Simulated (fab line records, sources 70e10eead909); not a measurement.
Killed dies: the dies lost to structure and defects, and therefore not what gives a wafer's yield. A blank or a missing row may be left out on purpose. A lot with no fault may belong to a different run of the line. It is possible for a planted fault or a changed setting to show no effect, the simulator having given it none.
fab line records + flow nandHarc
[record]
- lots = 6
- wafers = 18
- lastDay = 24
route steps=1159 shown A_SOURCE_PLATE@418 A_ONON_D1@424
lots that met no fault: taken from a fault-free run of the same line
startH: start of the lot's first displayed wafer, in hours after the record's first day + waitH: hours from the lot's prior step to this one + " repeats the value in the row above + L1.1+2: several wafers, shown together as one row + - no value, or no start was given + * or withheld: withheld + < > ~ a bound
route shown NAME@n: names a module that has steps shown in the file, with the first one's number in the route + usual: mean/standard deviation of fault-free wafers + same: alike in all rows + chamber/n: place in a boat + sites: per-site readings + _std_site: standard deviation of those values + _edge_site: mean of outer sites minus mean of inner sites + radiusMm: how far each site lies from the wafer's centre + mask NAME#n: copy n + behind: the most recent tool/chamber to have shaped the wafer + hold: reason for holding the lot/hours on hold/outcome of the hold + device: transistor that didn't switch, given as n, p or np + end of line: at the end of the route, the tests of the same wafers + a step without rows: its recipe alone + killed: count of dies lost to structure and defects at first sort (not the wafer's yield) + map: shows each die of a wafer: x if killed, . if not, _ if none is there
set.NAME: the run value of the setting; set.NAME@STEP: its run value at that earlier step + model.NAME: the simulator's own value behind a step, which no gauge read
lots at selected steps of the route; one table per step, one row per wafer
services: the hour from which a tool's chamber was out of use, counted from the record's first day as startH (under 0 if before that day), plus the number of hours and why
[[steps]]
[step NHARC_A_SOURCE_PLATE_CVD_03]
[recipe]
- targetThkA = 2000
- tempC = 620
- pressureMtorr = 200
- timeS = 4000
- material = poly-Si
[step NHARC_A_SOURCE_PLATE_ANNEAL_05]
[recipe]
- tempC = 850
- timeS = 1800
[step NHARC_A_SOURCE_PLATE_THK_MEAS_06]
[recipe]
- thkMeasGauge = ellipsometry
[usual]
- thkNm = 200.5/2.3
| lot.wafer | tool         | chamber | startH | waitH | thkNm |
|-----------|--------------|---------|--------|-------|-------|
| L713.3    | filmMetro-02 | -       | 155.90 | 0.4   | 197.9 |
| L713.4    | "            | -       | "      | "     | 195.8 |
| L713.5    | "            | -       | "      | "     | 196.5 |
| L717.3    | filmMetro-02 | -       | 177.63 | 0.4   | 194.7 |
| L717.4    | "            | -       | "      | "     | 199.0 |
| L717.6    | "            | -       | "      | "     | 197.2 |
| L732.4    | filmMetro-01 | -       | 267.64 | 0.4   | 198.8 |
| L732.5    | "            | -       | "      | "     | 201.6 |
| L732.6    | "            | -       | "      | "     | 200.4 |
| L733.1    | filmMetro-02 | -       | 276.51 | 0.4   | 202.1 |
| L733.2    | "            | -       | "      | "     | 203.9 |
| L733.5    | "            | -       | "      | "     | 201.6 |
| L735.2    | filmMetro-02 | -       | 293.02 | 0.4   | 203.2 |
| L735.3    | "            | -       | "      | "     | 201.2 |
| L735.5    | "            | -       | "      | "     | 200.2 |
| L736.3    | filmMetro-01 | -       | 293.03 | 0.4   | 201.6 |
| L736.4    | "            | -       | "      | "     | 202.9 |
| L736.5    | "            | -       | "      | "     | 203.6 |
[step NHARC_A_SOURCE_PLATE_INSPECT_08]
[usual]
- rawDefectCount = 74/28
| lot.wafer | tool             | chamber | startH | waitH | rawDefectCount |
|-----------|------------------|---------|--------|-------|----------------|
| L713.3    | defectInspect-02 | -       | 155.97 | 0.0   | 65             |
| L713.4    | "                | -       | "      | "     | 54             |
| L713.5    | "                | -       | "      | "     | 34             |
| L717.3    | defectInspect-01 | -       | 177.71 | 0.0   | 73             |
| L717.4    | "                | -       | "      | "     | 40             |
| L717.6    | "                | -       | "      | "     | 75             |
| L732.4    | defectInspect-01 | -       | 267.72 | 0.1   | 93             |
| L732.5    | "                | -       | "      | "     | 70             |
| L732.6    | "                | -       | "      | "     | 48             |
| L733.1    | defectInspect-02 | -       | 276.57 | 0.0   | 38             |
| L733.2    | "                | -       | "      | "     | 73             |
| L733.5    | "                | -       | "      | "     | 45             |
| L735.2    | defectInspect-01 | -       | 293.09 | 0.0   | 122            |
| L735.3    | "                | -       | "      | "     | 139            |
| L735.5    | "                | -       | "      | "     | 111            |
| L736.3    | defectInspect-02 | -       | 293.09 | 0.0   | 102            |
| L736.4    | "                | -       | "      | "     | 89             |
| L736.5    | "                | -       | "      | "     | 106            |
[step NHARC_A_ONON_D1_DEP_00]
[recipe]
- targetThkA = 10000
- n2FlowSccm = 2750
- n2oFlowSccm = 2000
- nh3FlowSccm = 500
- sih4FlowSccm = 210
- tempC = 400
[step NHARC_A_ONON_D1_THK_MEAS_02]
[recipe]
- thkMeasGauge = ellipsometry
[usual]
- thkNm = 1000/9.2
| lot.wafer | tool         | chamber | startH | waitH | thkNm |
|-----------|--------------|---------|--------|-------|-------|
| L713.3    | filmMetro-01 | -       | 156.54 | -     | 995   |
| L713.4    | "            | -       | "      | "     | 993   |
| L713.5    | "            | -       | "      | "     | 992   |
| L717.3    | filmMetro-01 | -       | 178.31 | -     | 988   |
| L717.4    | "            | -       | "      | "     | 988   |
| L717.6    | "            | -       | "      | "     | 990   |
| L732.4    | filmMetro-01 | -       | 268.30 | -     | 1012  |
| L732.5    | "            | -       | "      | "     | 1010  |
| L732.6    | "            | -       | "      | "     | 1012  |
| L733.1    | filmMetro-02 | -       | 277.15 | -     | 1008  |
| L733.2    | "            | -       | "      | "     | 1010  |
| L733.5    | "            | -       | "      | "     | 1010  |
| L735.2    | filmMetro-02 | -       | 293.66 | -     | 1006  |
| L735.3    | "            | -       | "      | "     | 1006  |
| L735.5    | "            | -       | "      | "     | 1003  |
| L736.3    | filmMetro-01 | -       | 293.66 | -     | 1012  |
| L736.4    | "            | -       | "      | "     | 1014  |
| L736.5    | "            | -       | "      | "     | 1013  |
[step NHARC_A_ONON_D1_DEP_03]
[recipe]
- targetThkA = 10000
- n2FlowSccm = 2750
- n2oFlowSccm = 2000
- nh3FlowSccm = 500
- sih4FlowSccm = 210
- tempC = 400
[step NHARC_A_ONON_D1_THK_MEAS_05]
[recipe]
- thkMeasGauge = ellipsometry
[usual]
- thkNm = 1000/9
| lot.wafer | tool         | chamber | startH | waitH | thkNm |
|-----------|--------------|---------|--------|-------|-------|
| L713.3    | filmMetro-01 | -       | 157.11 | -     | 993   |
| L713.4    | "            | -       | "      | "     | 992   |
| L713.5    | "            | -       | "      | "     | 993   |
| L717.3    | filmMetro-02 | -       | 178.87 | -     | 990   |
| L717.4    | "            | -       | "      | "     | 989   |
| L717.6    | "            | -       | "      | "     | 988   |
| L732.4    | filmMetro-01 | -       | 268.98 | -     | 1012  |
| L732.5    | "            | -       | "      | "     | 1013  |
| L732.6    | "            | -       | "      | "     | 1013  |
| L733.1    | filmMetro-02 | -       | 277.72 | -     | 1009  |
| L733.2    | "            | -       | "      | "     | 1010  |
| L733.5    | "            | -       | "      | "     | 1010  |
| L735.2    | filmMetro-02 | -       | 294.23 | -     | 1005  |
| L735.3    | "            | -       | "      | "     | 1004  |
| L735.5    | "            | -       | "      | "     | 1002  |
| L736.3    | filmMetro-01 | -       | 294.23 | -     | 1008  |
| L736.4    | "            | -       | "      | "     | 1008  |
| L736.5    | "            | -       | "      | "     | 1007  |
[step NHARC_A_ONON_D1_DEP_06]
[recipe]
- targetThkA = 10000
- n2FlowSccm = 2750
- n2oFlowSccm = 2000
- nh3FlowSccm = 500
- sih4FlowSccm = 210
- tempC = 400
[step NHARC_A_ONON_D1_THK_MEAS_08]
[recipe]
- thkMeasGauge = ellipsometry
[usual]
- thkNm = 1004/11
| lot.wafer | tool         | chamber | startH | waitH | thkNm |
|-----------|--------------|---------|--------|-------|-------|
| L713.3    | filmMetro-01 | -       | 157.67 | -     | 1000  |
| L713.4    | "            | -       | "      | "     | 999   |
| L713.5    | "            | -       | "      | "     | 1000  |
| L717.3    | filmMetro-02 | -       | 179.43 | -     | 1008  |
| L717.4    | "            | -       | "      | "     | 1009  |
| L717.6    | "            | -       | "      | "     | 1011  |
| L732.4    | filmMetro-02 | -       | 269.55 | -     | 1025  |
| L732.5    | "            | -       | "      | "     | 1026  |
| L732.6    | "            | -       | "      | "     | 1026  |
| L733.1    | filmMetro-01 | -       | 278.29 | -     | 991   |
| L733.2    | "            | -       | "      | "     | 990   |
| L733.5    | "            | -       | "      | "     | 989   |
| L735.2    | filmMetro-01 | -       | 294.80 | -     | 1024  |
| L735.3    | "            | -       | "      | "     | 1025  |
| L735.5    | "            | -       | "      | "     | 1025  |
| L736.3    | filmMetro-02 | -       | 294.80 | -     | 1009  |
| L736.4    | "            | -       | "      | "     | 1008  |
| L736.5    | "            | -       | "      | "     | 1010  |
[step NHARC_A_ONON_D1_DEP_09]
[recipe]
- targetThkA = 10000
- n2FlowSccm = 2750
- n2oFlowSccm = 2000
- nh3FlowSccm = 500
- sih4FlowSccm = 210
- tempC = 400
[usual]
- nh3FlowSccm = 499.9/1.4
| lot.wafer | tool         | chamber | startH | waitH | nh3FlowSccm |
|-----------|--------------|---------|--------|-------|-------------|
| L713.3    | pecvdOnon-02 | 0       | 157.97 | 0.3   | 498.4       |
| L713.4    | "            | 0       | "      | "     | 500.4       |
| L713.5    | "            | 0       | "      | "     | 498.5       |
| L717.3    | pecvdOnon-01 | 0       | 179.61 | 0.2   | 502.0       |
| L717.4    | "            | 0       | "      | "     | 499.9       |
| L717.6    | "            | 0       | "      | "     | 501.9       |
| L732.4    | pecvdOnon-02 | 0       | 269.81 | 0.3   | 498.3       |
| L732.5    | "            | 0       | "      | "     | 499.9       |
| L732.6    | "            | 0       | "      | "     | 498.9       |
| L733.1    | pecvdOnon-02 | 0       | 278.56 | 0.3   | 500.5       |
| L733.2    | "            | 0       | "      | "     | 499.9       |
| L733.5    | "            | 0       | "      | "     | 499.8       |
| L735.2    | pecvdOnon-03 | 0       | 294.91 | 0.1   | 501.9       |
| L735.3    | "            | 0       | "      | "     | 498.5       |
| L735.5    | "            | 0       | "      | "     | 499.3       |
| L736.3    | pecvdOnon-01 | 0       | 294.97 | 0.2   | 500.1       |
| L736.4    | "            | 0       | "      | "     | 498.3       |
| L736.5    | "            | 0       | "      | "     | 500.2       |
[step NHARC_A_ONON_D1_THK_MEAS_11]
[recipe]
- thkMeasGauge = ellipsometry
[usual]
- thkNm = 1001/10
| lot.wafer | tool         | chamber | startH | waitH | thkNm |
|-----------|--------------|---------|--------|-------|-------|
| L713.3    | filmMetro-01 | -       | 158.37 | -     | 994   |
| L713.4    | "            | -       | "      | "     | 994   |
| L713.5    | "            | -       | "      | "     | 993   |
| L717.3    | filmMetro-02 | -       | 180.03 | -     | 1000  |
| L717.4    | "            | -       | "      | "     | 996   |
| L717.6    | "            | -       | "      | "     | 998   |
| L732.4    | filmMetro-02 | -       | 270.14 | -     | 996   |
| L732.5    | "            | -       | "      | "     | 995   |
| L732.6    | "            | -       | "      | "     | 1067  |
| L733.1    | filmMetro-02 | -       | 279.07 | -     | 1068  |
| L733.2    | "            | -       | "      | "     | 996   |
| L733.5    | "            | -       | "      | "     | 995   |
| L735.2    | filmMetro-01 | -       | 295.37 | -     | 984   |
| L735.3    | "            | -       | "      | "     | 987   |
| L735.5    | "            | -       | "      | "     | 984   |
| L736.3    | filmMetro-02 | -       | 295.38 | -     | 1019  |
| L736.4    | "            | -       | "      | "     | 1019  |
| L736.5    | "            | -       | "      | "     | 1019  |
[step NHARC_A_ONON_D1_DEP_12]
[recipe]
- targetThkA = 10000
- n2FlowSccm = 2750
- n2oFlowSccm = 2000
- nh3FlowSccm = 500
- sih4FlowSccm = 210
- tempC = 400
[[services]]
| tool         | chamber | startH | hours | kind |
|--------------|---------|--------|-------|------|
| pecvdOnon-03 | -       | 153.00 | 13.0  | pm   |
| pecvdOnon-01 | -       | 195.30 | 13.0  | pm   |
| pecvdOnon-02 | -       | 292.00 | 13.0  | pm   |
[[key]]
[firstSign]
- step = NHARC_A_ONON_D1_THK_MEAS_11
- reading = thkNm
- direction = up
- sigmas = 6.4
- usual = 1001
- struck = 1067
effect none on later readings
metAt NHARC_A_ONON_D1_DEP_09
struckWafers L732.6,L733.1
laterRowsLeftOut L732.6,L733.1
sortLeftOut L732.6,L733.1
testerLeftOut L732,L733
onsetBetween 157.97 269.81
[fault]
- kind = processParameterDrift
- tool = pecvdOnon-02
- chamber = -
- onsetH = 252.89
- steps = NHARC_A_ONON_D1_DEP_09
- channel = targetThkA
- offset = *
- shape = step
- endH = 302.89
- scope = struckWafersOnly
- actsIn = *
- stated = *
// testerLeftOut: of these lots the tester's yield and bins aren't shown, on N5 and GAA mostly nor the transistor test; their killed dies are dies lost to structure and defects alone, not to doping, threshold or leakage, so they don't give the yield
// sortLeftOut: the simulated sort isn't trusted on such a fault, so these wafers' sort isn't shown, and their yield isn't known
// laterRowsLeftOut: the simulator's readings of these wafers behind a module that went badly wrong aren't trusted and aren't shown, but for the sort
